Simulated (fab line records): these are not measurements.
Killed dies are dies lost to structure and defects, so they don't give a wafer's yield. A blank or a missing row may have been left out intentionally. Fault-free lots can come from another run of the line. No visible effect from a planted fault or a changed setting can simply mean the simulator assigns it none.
Which of the tools did it?    flow nand harc    14 lots, 42 wafers sampled, at 5 steps of a route of 1302

WHAT THE GAUGES SHOWED, per wafer
NHARC_P_BONDPAD_THK_MEAS_20: measures by xrf. Usual: thk nm at 160.8 nm, with a standard deviation of 1.4.
lot   measured      on             thk nm (nm)        flag
L812  day 7 11:35   film metro-01  159.9 159.2 161.6  
L814  day 8 07:48   film metro-02  159.8 159.6 159.7  
L816  day 9 03:16   film metro-02  159.2 160.5 158.7  
L817  day 9 21:02   film metro-01  162.0 162.9 162.0  
L818  day 9 21:30   film metro-01  161.9 159.8 161.5  
L819  day 10 09:42  film metro-02  162.1 159.7 160.7  
L820  day 11 00:47  film metro-01  161.0 160.7 158.8  
L825  day 12 15:55  film metro-01  161.0 161.4 159.5  
L827  day 13 15:11  film metro-02  158.7 161.0 159.7  
L828  day 14 04:02  film metro-01  161.8 163.3 163.9  
L829  day 14 14:19  film metro-02  160.5 161.4 161.7  
L830  day 15 02:04  film metro-02  158.1 158.7 159.2  
L832  day 15 14:16  film metro-02  161.0 160.7 164.1  
L833  day 16 05:26  film metro-02  162.8 160.6 159.3  

NHARC_A_ONON_D1_THK_MEAS_18: measures by ellipsometry. Usual: thk nm at 1001 nm, with a standard deviation of 11.
lot   measured      on             thk nm (nm)     flag
L812  day 8 19:10   film metro-02  1014 1015 1017  
L814  day 9 17:47   film metro-01  996 995 995     
L816  day 10 13:50  film metro-02  981 982 982     
L817  day 11 06:49  film metro-02  344 345 346     OFF
L818  day 11 06:49  film metro-01  1001 1002 1002  
L819  day 11 19:10  film metro-01  999 999 1000    
L820  day 12 12:22  film metro-02  311 309 310     OFF
L825  day 14 01:34  film metro-02  1006 1008 1009  
L827  day 14 23:31  film metro-01  982 980 982     
L828  day 15 16:04  film metro-01  992 995 994     
L829  day 16 04:04  film metro-01  1014 1010 1013  
L830  day 16 12:26  film metro-01  1004 1008 1008  
L832  day 17 01:08  film metro-01  996 996 997     
L833  day 17 23:25  film metro-01  1015 1016 1018  

NHARC_END_SORT_01. Usual: killed at array 56, standard deviation 21; killed at other 1.2, standard deviation 1.6; killed at periphery 3.7, standard deviation 2.5; killed dies 61, standard deviation 21; killed open 3.1, standard deviation 1.8; killed short 2.8, standard deviation 1.7.
lot   measured      on         killed at array  killed at other  killed at periphery  killed dies  killed open  killed short  flag
L817  day 27 10:53  prober-02  670 667 671      1 6 4            6 4 2                677 677 677  1 5 5        3 2 2         OFF
L820  day 28 14:04  prober-01  673 674 675      2 1 1            2 2 1                677 677 677  3 3 7        2 1 4         OFF

EACH LOT AND THE TOOL THAT RAN IT (in order: tool; ch and the chambers of the sampled wafers; start)
lot   NHARC_A_ZERO_WELL_RTA_16          NHARC_A_ONON_D1_DEP_16
L812  rtp anneal-01 ch 0, day 7 14:29   pecvd onon-01 ch 0, day 8 18:42
L814  rtp anneal-01 ch 0, day 8 10:35   pecvd onon-04 ch 0, day 9 17:16
L816  rtp anneal-01 ch 0, day 9 06:11   pecvd onon-01 ch 0, day 10 13:27
L817  rtp anneal-01 ch 0, day 9 23:52   pecvd onon-04 ch 0, day 11 06:22
L818  rtp anneal-02 ch 0, day 10 00:25  pecvd onon-02 ch 0, day 11 06:18
L819  rtp anneal-01 ch 0, day 10 12:32  pecvd onon-01 ch 0, day 11 18:47
L820  rtp anneal-01 ch 0, day 11 03:38  pecvd onon-04 ch 0, day 12 11:58
L825  rtp anneal-01 ch 0, day 12 18:42  pecvd onon-02 ch 0, day 14 01:07
L827  rtp anneal-02 ch 0, day 13 18:00  pecvd onon-04 ch 0, day 14 23:04
L828  rtp anneal-01 ch 0, day 14 06:53  pecvd onon-04 ch 0, day 15 15:37
L829  rtp anneal-02 ch 0, day 14 17:01  pecvd onon-01 ch 0, day 16 03:34
L830  rtp anneal-02 ch 0, day 15 04:56  pecvd onon-04 ch 0, day 16 11:56
L832  rtp anneal-01 ch 0, day 15 17:05  pecvd onon-04 ch 0, day 17 00:40
L833  rtp anneal-02 ch 0, day 16 08:32  pecvd onon-04 ch 0, day 17 22:58
- NHARC_A_ZERO_WELL_RTA_16: time 10 s.
- NHARC_A_ONON_D1_DEP_16: target thk 1000 nm.

AS READ BY THE TOOLS THEMSELVES (means over the sampled wafers that have a number; for cases with no such wafer, the mark the record gives instead)
NHARC_A_ZERO_WELL_RTA_16. Usual: lamp power pct 29.6 %, standard deviation 1.6; wafer_temp_C_max 1004.8, standard deviation 1.7.
lot   tool           lamp power pct (%)  wafer_temp_C_max  flag
L812  rtp anneal-01  28.3                1003.1            
L814  rtp anneal-01  28.3                1003.5            
L816  rtp anneal-01  28.3                1003.1            
L817  rtp anneal-01  28.3                1004.3            
L818  rtp anneal-02  31.5                1006.9            
L819  rtp anneal-01  28.3                1003.5            
L820  rtp anneal-01  28.3                1004.3            
L825  rtp anneal-01  28.3                1004.0            
L827  rtp anneal-02  31.5                1006.5            
L828  rtp anneal-01  28.3                1003.1            
L829  rtp anneal-02  31.5                1007.5            
L830  rtp anneal-02  31.5                1005.9            
L832  rtp anneal-01  28.3                1003.7            
L833  rtp anneal-02  31.5                1007.3            

THE ANSWER, worked out from the rows above alone
Rule: take the mean of a lot's wafers that have a number; if it is more than 3 standard deviations from the usual mean, the lot is off. A lot without any number at a reading at which 4 lots or more have one is off too. Any other lot the step has rows for is counted as sound. After the gauges, taken in route order, come the tools' own readings; for these a lot's mean is taken, as printed above. At the first step where some lot is off, the reading lying furthest off is the one used; lots without a number count as furthest.
Off: L817, L820 (NHARC_A_ONON_D1_THK_MEAS_18, thk nm).
If a tool, at a process step before that reading, ran all the lots that are off and no sound lot after the first of them, it fits. The gauges at NHARC_A_ONON_D1_THK_MEAS_18 aren't tried: what is off there is off at NHARC_END_SORT_01 too, on other tools, and a gauge's error can't cause that. Of those tried, none fits.

WHAT WAS PUT IN BY THE SIMULATOR
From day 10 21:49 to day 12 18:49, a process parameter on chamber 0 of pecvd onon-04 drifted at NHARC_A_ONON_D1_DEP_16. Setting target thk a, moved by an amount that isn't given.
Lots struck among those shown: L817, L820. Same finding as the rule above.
